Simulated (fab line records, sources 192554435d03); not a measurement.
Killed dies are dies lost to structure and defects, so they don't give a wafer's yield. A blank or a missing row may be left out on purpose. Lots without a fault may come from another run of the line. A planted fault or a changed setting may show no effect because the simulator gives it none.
A struck lot beside a sound one | flow n5_finfet | 16 steps out of a route of 1938
Sound: wafers L812.1, L812.4, L812.6. Struck: wafers L814.2, L814.3, L814.4. The cause comes at the end.
At each step with rows: each side's tool, then ch and its chambers, then its first start. Under that, the readings that differ: sound wafers | struck wafers | difference of the means | sigmas: that difference in standard deviations of wafers without a fault.
alike: readings whose means differ by less than 2 such deviations, and words and numbers that are the same on both sides. not compared: withheld readings, readings that some wafer has no value for, bounds like >300 that may hide the same value, and numbers for which the record gives no deviation and whose values overlap.
The two part at a step that has a row with sigmas, a row that says differs or no value, or rows on one side only. Numbers that don't overlap but have no deviation are shown without sigmas and don't part them. A reading that every wafer of one side lacks parts them only if that side has two wafers or more.

N5_MOL_CONTACT_COAG_ETCH_106: etches SOC in N2/H2, target depth 80 nm, overetch 16 nm, time 120 s.
  sound on rie_diel-04 ch 0,3, day 4 13:28; struck on rie_diel-04 ch 0,1,2, day 5 14:01
  alike: chamber_pressure_mTorr, drypump_motor_current_A, n2_flow_sccm, oes_product_au, rf_vpp_V, showerhead_plenum_p_Torr, temp_c, throttle_valve_pct
  not compared: rf_hours_counter_h
then, 2 steps without rows for these wafers: N5_MOL_CONTACT_COAG_STRIP_107 (strips in N2/H2); N5_MOL_CONTACT_COAG_STRIP_108 (strips in N2/H2).
N5_MOL_CONTACT_COAG_CONTACT_ETCH_14: etches SiO2 in C4F6/O2, target depth 27.5 nm, overetch 8.5 nm, time 20 s.
  sound on rie_diel-04 ch 0,3, day 4 13:34; struck on rie_diel-04 ch 0,1,2, day 5 14:07
  alike: chamber_pressure_mTorr, drypump_motor_current_A, mfc_ar_sccm, oes_product_au, rf_vpp_V, showerhead_plenum_p_Torr, throttle_valve_pct
  not compared: rf_hours_counter_h
then, 2 steps without rows for these wafers: N5_MOL_CONTACT_COAG_STRIP_109 (strips in C4F6/O2); N5_MOL_CONTACT_COAG_ETCH_15 (etches SiNx in CH3F/O2, stops on Si:P, target depth 7 nm).
N5_MOL_CONTACT_COAG_ETCH_110: etches Si in CF4/O2, target depth 2.5 nm, time 8 s.
  sound on rie_diel-04 ch 0,3, day 4 13:39; struck on rie_diel-04 ch 0,1,2, day 5 14:13
  alike: chamber_pressure_mTorr, drypump_motor_current_A, mfc_ar_sccm, oes_product_au, rf_vpp_V, showerhead_plenum_p_Torr, throttle_valve_pct
  not compared: rf_hours_counter_h
then, 1 step without rows for these wafers: N5_MOL_CONTACT_COAG_STRIP_98 (strips in N2/H2).
N5_MOL_CONTACT_COAG_CD_MEAS_99: target cd 17.2 nm.
  sound on cd_sem-01, day 4 13:46; struck on cd_sem-02, day 5 14:20
  alike: cd_nm
then, 2 steps without rows for these wafers: N5_MOL_CONTACT_COAG_IMPLANT_129; N5_MOL_CONTACT_COAG_PRECLEAN_111 (cleans in NF3:NH3, afs cycles 1, time 20 s, sublimation time 60 s).
N5_MOL_CONTACT_COAG_TI_SIL_19: material Ti, target thk 4.2 nm, time 15 s.
  sound on pvd_sputter-03, day 4 14:14; struck on pvd_sputter-02, day 5 16:12
  alike: susceptor_temp_C, throttle_valve_pct
N5_MOL_CONTACT_COAG_ALD_20: deposits TiN, target thk 1.5 nm, pulse time 1 s, purge time 3 s.
  sound on ald_metal-03 ch 0,3, day 4 14:21; struck on ald_metal-03 ch 0,2,3, day 5 16:20
  reading              | sound                | struck               | difference | sigmas
  susceptor_temp_C (C) | 400.01 399.92 399.95 | 394.66 394.11 394.41 | -5.57      | -28
  alike: heater_power_w, precursor_pulse_height_rel
N5_MOL_CONTACT_COAG_SIL_ANNEAL_21: time 60 s.
  sound on rtp_anneal-01 ch 0, day 4 14:53; struck on rtp_anneal-02 ch 0, day 5 16:44
  reading             | sound       | struck      | difference | sigmas
  lamp_power_pct (%)  | 6.0 6.0 6.0 | 7.6 7.5 7.5 | +1.5       | +2
  lamp_zone_6_pct (%) | 6.0 6.0 6.0 | 7.5 7.5 7.5 | +1.5       | +2
  alike: wafer_temp_C_max
-- the record jumps here: 5 days lie between the struck wafers' starts before and after (it left off in module MOL_CONTACT_COAG and takes up again in module BEOL_M4, whose first step shown is number 1111 of the route) --
N5_BEOL_M4_RC_MEAS_101:
  sound on prober-02 ch 0, day 8 07:44; struck on prober-02 ch 0, day 10 23:16
  alike: DIBL_N, DIBL_P, IOFF_N, IOFF_P, ION_N, ION_P, SS_N, SS_P, VT_N, VT_P
-- the record jumps here: 5 days lie between the struck wafers' starts before and after (it left off in module BEOL_M4 and takes up again in module PASSIVATION, whose first step shown is number 1936 of the route) --
N5_PASSIVATION_PROBE_49:
  sound on prober-01, day 12 22:08; struck on prober-02, day 15 13:47
  alike: defect_limited_yield, killed_at_M0_to_M3, killed_at_M4_up, killed_at_contacts, killed_at_front_end, killed_at_other, killed_dies, killed_on_rim, killed_open, killed_short, sort_bin_4_leakage, sort_bin_5_function, sort_bin_6_memory, sort_bin_8_speed, sort_n_pass

WHERE THEY PART
First at N5_MOL_CONTACT_COAG_ALD_20; last, within this record, at N5_MOL_CONTACT_COAG_SIL_ANNEAL_21. Later steps at which nothing parts them and some readings are alike: N5_BEOL_M4_RC_MEAS_101, N5_PASSIVATION_PROBE_49.

WHY: what the simulator had put in
Process parameter drift: ald_metal-03, from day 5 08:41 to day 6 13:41, at N5_MOL_CONTACT_COAG_ALD_20. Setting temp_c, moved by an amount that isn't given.
